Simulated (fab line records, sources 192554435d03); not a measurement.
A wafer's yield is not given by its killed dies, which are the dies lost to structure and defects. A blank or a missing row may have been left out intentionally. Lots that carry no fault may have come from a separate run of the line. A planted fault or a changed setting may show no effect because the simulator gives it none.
A struck lot beside a sound one	flow n5-finfet	15 out of 1938 route steps
Sound: the wafers L396.2, L396.5, L396.6. Struck: wafers L408.2, L408.3. (L408.5 of the same lot was not struck and is left out.) The cause comes at the end.
Per side, at each step with rows, come the tool, then ch with its chambers, and then its first start. Under that, the readings that differ: sound wafers	struck wafers	difference of the means	sigmas: that difference in standard deviations of wafers without a fault.
alike: readings with means less than 2 such deviations apart, plus words and numbers identical on both sides. not compared: withheld readings, readings lacking a value on some wafer, bounds such as >300 that could conceal the same value, and numbers that have no deviation in the record and whose values overlap.
A row with sigmas, a row that says differs or no value, or rows on one side alone: a step with any of these is where the two part. When numbers do not overlap yet have no deviation, they are printed without sigmas and do not part them. Lack of a reading on every wafer of one side parts them only where that side has two or more wafers.

first, 2 steps without rows for these wafers: N5_BEOL_M4_PEB_09 (peb time 60 s); N5_BEOL_M4_DEVELOP_10 (develop time 30 s).
N5_BEOL_M4_CD_MEAS_11: the cd target is 16.79 nm.
  sound on cd-sem-02 ch 0, day 10 18:43; struck on cd-sem-01 ch 0, day 13 17:17
  alike: cd-nm
N5_BEOL_M4_OVL_MEAS_12:
  sound on overlay-02 ch 0, day 10 18:44; struck on overlay-02 ch 0, day 13 17:19
  alike: M4_OVL
N5_BEOL_M4_INSPECT_13: inspects for defects (brightfield).
  sound: defect-inspect-01 at day 10 18:48; struck: defect-inspect-02 at day 13 17:22
reading	sound	struck	difference	sigmas
raw-defect-count	219 277 314	639 520	+310	+3
N5_BEOL_M4_DESCUM_16: chemistry O2, time 7 s.
  sound on rie-diel-01 ch 0,3, day 10 19:03; struck on rie-diel-04 ch 1,2, day 13 17:24
  alike: drypump-motor-current-A, oes-product-au, rf-vpp-V, showerhead-plenum-p-Torr, throttle-valve-pct
  not compared: rf-hours-counter-h
then, 1 step without rows for these wafers: N5_BEOL_M4_ETCH_74 (etches underlayer in N2/H2, target depth 6.5 nm, time 5.2 s).
N5_BEOL_M4_ETCH_63: etches SiARC in CF4, target depth 15.6 nm, time 26 s.
  sound on rie-diel-01 ch 0,3, day 10 19:06; struck on rie-diel-04 ch 1,2, day 13 17:27
reading	sound	struck	difference	sigmas
etch-rf-on-time-s (s)	25.4 25.4 26.1	27.0 26.4	+1.1	+2
  alike: drypump-motor-current-A, oes-product-au, rf-vpp-V, showerhead-plenum-p-Torr, throttle-valve-pct
  not compared: rf-hours-counter-h
N5_BEOL_M4_ETCH_64: etches SOC in N2/H2, target depth 75 nm, overetch 22.5 nm, time 121.9 s.
  sound on rie-diel-01 ch 0,3, day 10 19:08; struck on rie-diel-04 ch 1,2, day 13 17:29
  alike: drypump-motor-current-A, oes-product-au, rf-vpp-V, showerhead-plenum-p-Torr, throttle-valve-pct
  not compared: rf-hours-counter-h
then, 2 steps without rows for these wafers: N5_BEOL_M4_STRIP_65 (strips in N2/H2); N5_BEOL_M4_STRIP_75 (strips in N2/H2).
N5_BEOL_M4_STRIP_66: strips in CF4.
  sound on rie-diel-01 ch 0,3, day 10 19:16; struck on rie-diel-04 ch 1,2, day 13 17:37
  alike: drypump-motor-current-A, oes-product-au, rf-vpp-V, showerhead-plenum-p-Torr, throttle-valve-pct
  not compared: rf-hours-counter-h
N5_BEOL_M4_HM_OPEN_17: chemistry Cl2/BCl3, target TiN, target depth 20 nm, overetch 6 nm.
  sound on rie-metal-02 ch 0,1, day 10 19:18; struck on rie-metal-03 ch 0,1, day 13 17:39
reading	sound	struck	difference	sigmas
model.SOC_of_BEOL_M4_COAT_61.thk-nm (nm)	52.4 52.2 52.6	48.6 49	-3.6	
  alike: drypump-motor-current-A, mfc-cl2-sccm, oes_ar_750_au, oes-product-au, throttle-valve-pct
  not compared: rf-hours-counter-h, model.BEOL_M4.cd-offset-nm
N5_BEOL_M4_STRIP_19: strips in O2.
  sound on rie-diel-01 ch 0,1,2, day 10 19:26; struck on rie-diel-04 ch 0,2, day 13 17:46
  alike: drypump-motor-current-A, oes-product-au, rf-vpp-V, showerhead-plenum-p-Torr, throttle-valve-pct
  not compared: rf-hours-counter-h
N5_BEOL_M4_RC_MEAS_101:
  sound on prober-02 ch 0, day 12 06:08; struck on prober-01 ch 0, day 14 23:59
reading	sound	struck	difference	sigmas
SS_N (mV/dec)	70.0 71.3 71.1	72.4 72.0	+1.4	+2
  alike: DIBL_N, DIBL_P, IOFF_N, IOFF_P, ION_N, ION_P, SS_P, VT_N, VT_P

## WHERE THEY PART
Earliest at N5_BEOL_M4_INSPECT_13; latest, in this record, at N5_BEOL_M4_RC_MEAS_101.

WHY: what the simulator had put in
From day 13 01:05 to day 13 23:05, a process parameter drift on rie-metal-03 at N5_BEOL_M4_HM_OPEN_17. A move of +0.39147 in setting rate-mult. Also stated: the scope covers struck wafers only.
